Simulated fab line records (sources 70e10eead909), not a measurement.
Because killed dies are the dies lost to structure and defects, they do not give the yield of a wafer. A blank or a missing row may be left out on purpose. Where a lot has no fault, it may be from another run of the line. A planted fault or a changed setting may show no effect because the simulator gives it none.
Chamber matching / flow nand harc / NHARC_A_ONON_D1_DEP_33 on pecvd-01 has 3 sister chambers
The step deposits SiO2, target thk 200 nm. 6 wafers are shown with their chamber, then 6 later ones without.

WAFERS WITH THEIR CHAMBER
wafer=L627.4; chamber=1; throttle valve pct (%)=16.4; heater power w (W)=374
wafer=L626.3; chamber=0; throttle valve pct (%)=15.5; heater power w (W)=476
wafer=L626.5; chamber=2; throttle valve pct (%)=16.2; heater power w (W)=722
wafer=L626.6; chamber=1; throttle valve pct (%)=16.2; heater power w (W)=390
wafer=L630.2; chamber=2; throttle valve pct (%)=15.8; heater power w (W)=573
wafer=L630.3; chamber=0; throttle valve pct (%)=15.6; heater power w (W)=473

WAFERS WITHOUT THEIR CHAMBER
wafer=L630.5; throttle valve pct (%)=15.5; heater power w (W)=507
wafer=L633.2; throttle valve pct (%)=15.6; heater power w (W)=537
wafer=L633.4; throttle valve pct (%)=16.1; heater power w (W)=631
wafer=L633.6; throttle valve pct (%)=16.5; heater power w (W)=477
wafer=L643.1; throttle valve pct (%)=16.0; heater power w (W)=564
wafer=L643.6; throttle valve pct (%)=15.4; heater power w (W)=442

WHICH CHAMBER EACH WENT THROUGH
wafer=L630.5; from the rows above=0; in truth=0
wafer=L633.2; from the rows above=can't be placed: 0 or 2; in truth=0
wafer=L633.4; from the rows above=2; in truth=2
wafer=L633.6; from the rows above=can't be placed: 1 or 2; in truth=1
wafer=L643.1; from the rows above=can't be placed: 2 or 0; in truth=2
wafer=L643.6; from the rows above=0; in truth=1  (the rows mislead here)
Placed correctly: 2 of 6. Cannot be placed on the basis of these rows: 3; the candidates contain the true chamber in 3. Number placed wrongly: 1.
How it was worked out, from the rows above alone: a wafer's distance from a chamber is the root of the sum, over the readings, of the square of ((its reading less the chamber's mean) divided by the reading's scatter). If the next closest chamber is less than 2 further off than the closest, the wafer can't be placed; otherwise it belongs to the closest. For every chamber, the mean is computed from those of its wafers that are shown. The scatter is the square root of a quotient: the sum, over the shown wafers, of each reading's squared deviation from its chamber's mean, divided by wafers minus chambers.
